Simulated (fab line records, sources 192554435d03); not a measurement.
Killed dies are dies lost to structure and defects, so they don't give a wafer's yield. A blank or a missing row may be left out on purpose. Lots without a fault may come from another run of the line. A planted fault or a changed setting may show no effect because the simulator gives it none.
Chamber matching | flow n5_finfet | N5_BEOL_M1_ALD_98 on ald_sin-02: 4 sister chambers
The step deposits SiO2, target thk 2.5 nm, pulse time 1 s, co reactant pulse time 1 s. 4 wafers are shown with their chamber, then 7 later ones without.

WAFERS WITH THEIR CHAMBER
wafer  | chamber | heater_power_w (W)
L083.5 | 1       | 83
L085.5 | 2       | 81
L086.2 | 0       | 71
L086.3 | 3       | 76

WAFERS WITHOUT THEIR CHAMBER
wafer  | heater_power_w (W)
L086.6 | 76
L091.1 | 82
L091.4 | 82
L091.5 | 74
L097.2 | 81
L097.3 | 74
L097.6 | 76

WHICH CHAMBER EACH WENT THROUGH
wafer  | from the rows above     | in truth
L086.6 | 3                       | 3
L091.1 | can't be placed: 1 or 2 | 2
L091.4 | can't be placed: 1 or 2 | 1
L091.5 | can't be placed: 3 or 0 | 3
L097.2 | can't be placed: 2 or 1 | 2
L097.3 | can't be placed: 3 or 0 | 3
L097.6 | 3                       | 3
Placed correctly: 2 of 7. Can't be placed from these rows: 5 (the true chamber is among the candidates in 5). Placed wrongly: 0.
How it was worked out, from the rows above alone: a wafer's distance from a chamber is the root of the sum, over the readings, of the square of ((its reading less the chamber's mean) divided by the reading's scatter). The wafer belongs to the nearest chamber; if the next one is less than 2 further off, it can't be placed. A chamber's mean is the mean of its shown wafers. The scatter: with one shown wafer a chamber, the root of the mean of the squares of how far each hidden wafer lies from its nearest shown one.
